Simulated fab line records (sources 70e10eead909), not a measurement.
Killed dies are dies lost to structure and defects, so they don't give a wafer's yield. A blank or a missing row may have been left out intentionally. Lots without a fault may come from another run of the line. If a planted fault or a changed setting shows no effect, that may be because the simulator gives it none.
Chamber matching -- flow nand-harc -- 3 sister chambers for NHARC_A_CONTACT_DEP_58 on pecvd-04
The step deposits SiON, target thk 90 nm. 6 wafers are shown with their chamber, then 9 later ones without.

== WAFERS PAIRED WITH THEIR CHAMBERS ==
wafer,chamber,heater-power-w (W),heater-power-outer-w (W)
L086.6,1,919,550
L085.1,1,1039,644
L085.4,2,626,363
L087.1,0,636,350
L087.5,0,635,353
L087.6,2,637,367

== WAFERS WITHOUT THEIR CHAMBER ==
wafer,heater-power-w (W),heater-power-outer-w (W)
L089.2,569,316
L089.3,596,321
L089.5,602,319
L092.1,644,379
L092.2,876,535
L092.3,583,321
L093.1,668,375
L093.4,882,535
L093.6,673,379

== THE CHAMBER EACH PASSED THROUGH ==
wafer,from the rows above,in truth
L089.2,can't be placed: 0 or 2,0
L089.3,can't be placed: 0 or 2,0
L089.5,can't be placed: 0 or 2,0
L092.1,can't be placed: 2 or 0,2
L092.2,1,1
L092.3,can't be placed: 0 or 2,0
L093.1,can't be placed: 2 or 0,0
L093.4,1,1
L093.6,can't be placed: 2 or 0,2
Correctly placed: 2 of 9. These rows do not allow placing 7 (true chamber among the candidates in 7). 0 placed wrongly.
How it was worked out, from the rows above alone: a wafer's distance from a chamber is the root of the sum, over the readings, of the square of ((its reading less the chamber's mean) divided by the reading's scatter). If the next closest chamber is less than 2 further off than the closest, the wafer can't be placed; otherwise it belongs to the closest. For every chamber, the mean is computed from those of its wafers that are shown. The scatter is the square root of a quotient: the sum, over the shown wafers, of each reading's squared deviation from its chamber's mean, divided by wafers minus chambers.
